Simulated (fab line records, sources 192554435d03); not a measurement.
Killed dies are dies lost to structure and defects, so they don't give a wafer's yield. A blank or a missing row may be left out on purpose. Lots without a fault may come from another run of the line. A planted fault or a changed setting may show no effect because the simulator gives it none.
Split-lot experiment | flow n5_finfet | 7 lots, 21 wafers read, on a route of 1938 steps

THE SPLIT
At N5_BEOL_M14_EXPOSE_25 (exposes mask M14, target cd 280 nm), the setting dose_mj was moved away from the recipe's 26.6 on 5 of the 21 wafers read, by -6.2% to +5.5%. The other wafers ran this setting at the recipe's value.

FROM THE SPLIT TO THE READING: what the file shows between them, 3 steps
- N5_BEOL_M14_PEB_26: peb time 90 s
- N5_BEOL_M14_DEVELOP_27: develop time 45 s
- N5_BEOL_M14_HARDBAKE_32: time 120 s

THE READING
cd_nm, in nm, at N5_BEOL_M14_CD_MEAS_28 (target cd 284.4 nm). Fault-free wafers of this fab line usually give 284.4 nm, standard deviation 1.5 nm.

wafer  | tool, chamber at the split | dose_mj as run | against the recipe | cd_nm, nm | against lot-mates on the recipe
L081.2 | krf_scanner-02, 0          | 24.95          | -6.2%              | 270.5     | -11.1
L081.5 | krf_scanner-02, 0          | 26.6           | recipe             | 281.6     | -
L081.6 | krf_scanner-02, 0          | 24.95          | -6.2%              | 272.3     | -9.3
L085.1 | krf_scanner-02, 0          | 28.06          | +5.5%              | 291.8     | +8.3
L085.2 | krf_scanner-02, 0          | 26.6           | recipe             | 284.2     | -
L085.6 | krf_scanner-02, 0          | 26.6           | recipe             | 282.8     | -
L083.2 | krf_scanner-01, 0          | 26.6           | recipe             | 280.0     | -
L083.4 | krf_scanner-01, 0          | 26.6           | recipe             | 280.8     | -
L083.5 | krf_scanner-01, 0          | 26.6           | recipe             | 281.2     | -
L089.3 | krf_scanner-02, 0          | 26.6           | recipe             | 285.2     | -
L089.5 | krf_scanner-02, 0          | 26.6           | recipe             | 284.2     | -
L089.6 | krf_scanner-02, 0          | 27.61          | +3.8%              | 290.6     | +5.9
L086.3 | krf_scanner-01, 0          | 25.32          | -4.8%              | 276.5     | -7.9
L086.5 | krf_scanner-01, 0          | 26.6           | recipe             | 283.8     | -
L086.6 | krf_scanner-01, 0          | 26.6           | recipe             | 285.0     | -
L090.2 | krf_scanner-01, 0          | 26.6           | recipe             | 283.5     | -
L090.4 | krf_scanner-01, 0          | 26.6           | recipe             | 285.6     | -
L090.6 | krf_scanner-01, 0          | 26.6           | recipe             | 284.6     | -
L096.2 | krf_scanner-01, 0          | 26.6           | recipe             | 284.1     | -
L096.3 | krf_scanner-01, 0          | 26.6           | recipe             | 283.6     | -
L096.5 | krf_scanner-01, 0          | 26.6           | recipe             | 285.9     | -

THE FIT
A straight line over all 21 wafers: cd_nm changes by +1.77 nm for each +1% of dose_mj; r = +0.94; the points scatter about the line by 1.7 nm.
The same after taking each lot's own level away (the mean of its wafers on the recipe; 21 wafers): +1.6 nm for each +1%; r = +0.99; scatter 0.73 nm.
On that fit, the largest move of dose_mj shifts the reading by 9.9 nm.
The lots' own levels span 280.67 to 284.70 nm, that is 2.7 times the standard deviation above.
So the lot-to-lot level changes the slope: the two fits differ.
Check: with one of the wafers moved furthest among these (-6.2%) left out of the fit, the line predicts -9.58 nm for it against its lot-mates. It came out at -11.1 nm against them.

OTHER SPLITS ON THESE WAFERS
These wafers also went through other splits before the reading. Each is held against what the fit with the lots' levels taken away leaves over:
other split on the same wafers    | wafers away from the commonest value | r with cd_nm (lot level and that fit taken away)
N5_BEOL_M11_EXPOSE_08 dose_mj     | 6                                    | +0.07
N5_BEOL_M12_CMP_49 down_force_psi | 5                                    | -0.20
N5_BEOL_M13_EXPOSE_07 dose_mj     | 9                                    | -0.19

THE WHOLE CHAIN: every reading that the file lists as answering this split, in the file's order
step                   | what it does                                           | reading                                                         | change (the file's fit)              | r (the file's)
N5_BEOL_M14_CD_MEAS_28 | target cd 284.4 nm                                     | cd_nm                                                           | +1.59 nm for each +1% of the setting | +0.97
N5_BEOL_M14_DESCUM_33  | chemistry O2, time 7.9 s                               | BEOL_M14.cd_nm (the simulator's own value, which no gauge read) | +1.61 nm for each +1% of the setting | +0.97
N5_BEOL_M14_ETCH_67    | etches SiARC in CF4, target depth 143 nm, time 238.3 s | BEOL_M14.cd_nm (the simulator's own value, which no gauge read) | +1.51 nm for each +1% of the setting | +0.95
N5_BEOL_M14_ETCH_68    | etches SOC in N2/H2, time 450 s                        | BEOL_M14.cd_nm (the simulator's own value, which no gauge read) | +1.68 nm for each +1% of the setting | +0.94

THE FILE'S OWN FIT
cd_nm changes by +1.59 nm for each +1% of dose_mj, r = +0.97.
